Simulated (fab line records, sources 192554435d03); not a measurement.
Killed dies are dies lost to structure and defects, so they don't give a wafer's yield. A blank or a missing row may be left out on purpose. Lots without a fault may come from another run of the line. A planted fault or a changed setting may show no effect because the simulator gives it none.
Chamber matching | flow n5_finfet | N5_BEOL_M8_DESCUM_16 on rie_diel-06: 4 sister chambers
The step chemistry O2, time 7.9 s. 18 wafers are shown with their chamber, then 9 later ones without.

WAFERS WITH THEIR CHAMBER
wafer  | chamber | showerhead_plenum_p_Torr (Torr) | drypump_motor_current_A (A) | oes_product_au (a.u.)
L076.1 | 2       | 2.22                            | 6.26                        | 0.95
L076.2 | 1       | 2.08                            | 5.40                        | 0.72
L076.3 | 0       | 2.16                            | 5.80                        | 0.72
L076.4 | 3       | 2.00                            | 5.23                        | 0.74
L076.5 | 3       | 2.00                            | 5.24                        | 0.75
L076.6 | 0       | 2.16                            | 5.78                        | 0.71
L075.2 | 2       | 2.22                            | 6.27                        | 0.95
L075.3 | 1       | 2.08                            | 5.45                        | 0.71
L075.4 | 3       | 2.00                            | 5.27                        | 0.74
L078.2 | 3       | 2.00                            | 5.25                        | 0.74
L078.3 | 1       | 2.08                            | 5.39                        | 0.71
L078.6 | 1       | 2.08                            | 5.41                        | 0.72
L080.2 | 0       | 2.16                            | 5.81                        | 0.71
L080.3 | 3       | 1.99                            | 5.22                        | 0.73
L080.6 | 3       | 1.99                            | 5.24                        | 0.74
L081.1 | 0       | 2.16                            | 5.82                        | 0.71
L081.3 | 1       | 2.07                            | 5.41                        | 0.71
L081.6 | 0       | 2.16                            | 5.81                        | 0.70

SIGNATURES (means of the wafers above)
reading                  | chamber 0 | chamber 1 | chamber 2 | chamber 3 | scatter within a chamber
showerhead_plenum_p_Torr | 2.1600    | 2.0780    | 2.2200    | 1.9967    | 0.0039
drypump_motor_current_A  | 5.8040    | 5.4120    | 6.2650    | 5.2417    | 0.018
oes_product_au           | 0.7100    | 0.7140    | 0.9500    | 0.7400    | 0.00609
Rule: a wafer's distance from a chamber is the root of the sum, over the readings, of the square of ((its reading less the chamber's mean) divided by the reading's scatter). The wafer belongs to the nearest chamber; if the next one is less than 2 further off, it can't be placed. The scatter: the root of (the sum of the squares of (reading less its chamber's mean) over the shown wafers, divided by (wafers less chambers)).

WAFERS WITHOUT THEIR CHAMBER
wafer  | showerhead_plenum_p_Torr (Torr) | drypump_motor_current_A (A) | oes_product_au (a.u.)
L085.1 | 2.07                            | 5.44                        | 0.70
L085.2 | 2.15                            | 5.81                        | 0.70
L085.3 | 1.99                            | 5.15                        | 0.72
L086.3 | 1.99                            | 5.22                        | 0.73
L086.5 | 2.07                            | 5.38                        | 0.70
L086.6 | 2.15                            | 5.82                        | 0.71
L091.2 | 1.99                            | 5.19                        | 0.72
L091.3 | 2.07                            | 5.46                        | 0.70
L091.6 | 2.07                            | 5.40                        | 0.71

WHICH CHAMBER EACH WENT THROUGH
wafer  | from the rows above | in truth
L085.1 | 1                   | 1
L085.2 | 0                   | 0
L085.3 | 3                   | 3
L086.3 | 3                   | 3
L086.5 | 1                   | 1
L086.6 | 0                   | 0
L091.2 | 3                   | 3
L091.3 | 1                   | 1
L091.6 | 1                   | 1
Placed correctly: 9 of 9. Can't be placed from these rows: 0. Placed wrongly: 0.
